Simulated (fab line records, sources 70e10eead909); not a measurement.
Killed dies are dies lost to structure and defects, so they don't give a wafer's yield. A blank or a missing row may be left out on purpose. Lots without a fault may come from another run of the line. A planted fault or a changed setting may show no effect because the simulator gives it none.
Chamber matching | flow nand_harc | NHARC_A_M0_DEP_32 on pecvd-03: 3 sister chambers
The step deposits SiCN, target thk 30 nm. 18 wafers are shown with their chamber, then 9 later ones without.

WAFERS WITH THEIR CHAMBER
wafer  | chamber | heater_power_w (W) | heater_power_outer_w (W)
L077.1 | 1       | 624                | 360
L077.5 | 2       | 557                | 325
L077.6 | 1       | 605                | 356
L082.1 | 2       | 528                | 313
L082.2 | 1       | 595                | 327
L082.3 | 1       | 589                | 343
L083.3 | 1       | 601                | 351
L083.4 | 0       | 663                | 372
L083.5 | 2       | 541                | 322
L084.2 | 0       | 619                | 353
L084.3 | 1       | 595                | 344
L084.6 | 1       | 595                | 344
L085.1 | 1       | 502                | 275
L085.4 | 2       | 625                | 387
L085.6 | 0       | 678                | 398
L086.1 | 2       | 571                | 342
L086.4 | 0       | 566                | 303
L086.5 | 1       | 522                | 287

SIGNATURES (means of the wafers above)
reading              | chamber 0 | chamber 1 | chamber 2 | scatter within a chamber
heater_power_w       | 631.50    | 580.89    | 564.40    | 42
heater_power_outer_w | 356.50    | 331.89    | 337.80    | 32.4
Rule: a wafer's distance from a chamber is the root of the sum, over the readings, of the square of ((its reading less the chamber's mean) divided by the reading's scatter). The wafer belongs to the nearest chamber; if the next one is less than 2 further off, it can't be placed. The scatter: the root of (the sum of the squares of (reading less its chamber's mean) over the shown wafers, divided by (wafers less chambers)).

WAFERS WITHOUT THEIR CHAMBER
wafer  | heater_power_w (W) | heater_power_outer_w (W)
L087.2 | 637                | 377
L087.4 | 638                | 364
L087.5 | 547                | 301
L093.2 | 568                | 313
L093.3 | 628                | 354
L093.4 | 523                | 298
L091.1 | 625                | 361
L091.3 | 634                | 382
L091.4 | 699                | 379

WHICH CHAMBER EACH WENT THROUGH
wafer  | from the rows above          | in truth
L087.2 | can't be placed: 0 or 1 or 2 | 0
L087.4 | can't be placed: 0 or 1 or 2 | 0
L087.5 | can't be placed: 2 or 1 or 0 | 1
L093.2 | can't be placed: 1 or 2 or 0 | 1
L093.3 | can't be placed: 0 or 1 or 2 | 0
L093.4 | can't be placed: 2 or 1 or 0 | 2
L091.1 | can't be placed: 0 or 1 or 2 | 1
L091.3 | can't be placed: 0 or 1 or 2 | 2
L091.4 | can't be placed: 0 or 1 or 2 | 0
Placed correctly: 0 of 9. Can't be placed from these rows: 9 (the true chamber is among the candidates in 9). Placed wrongly: 0.
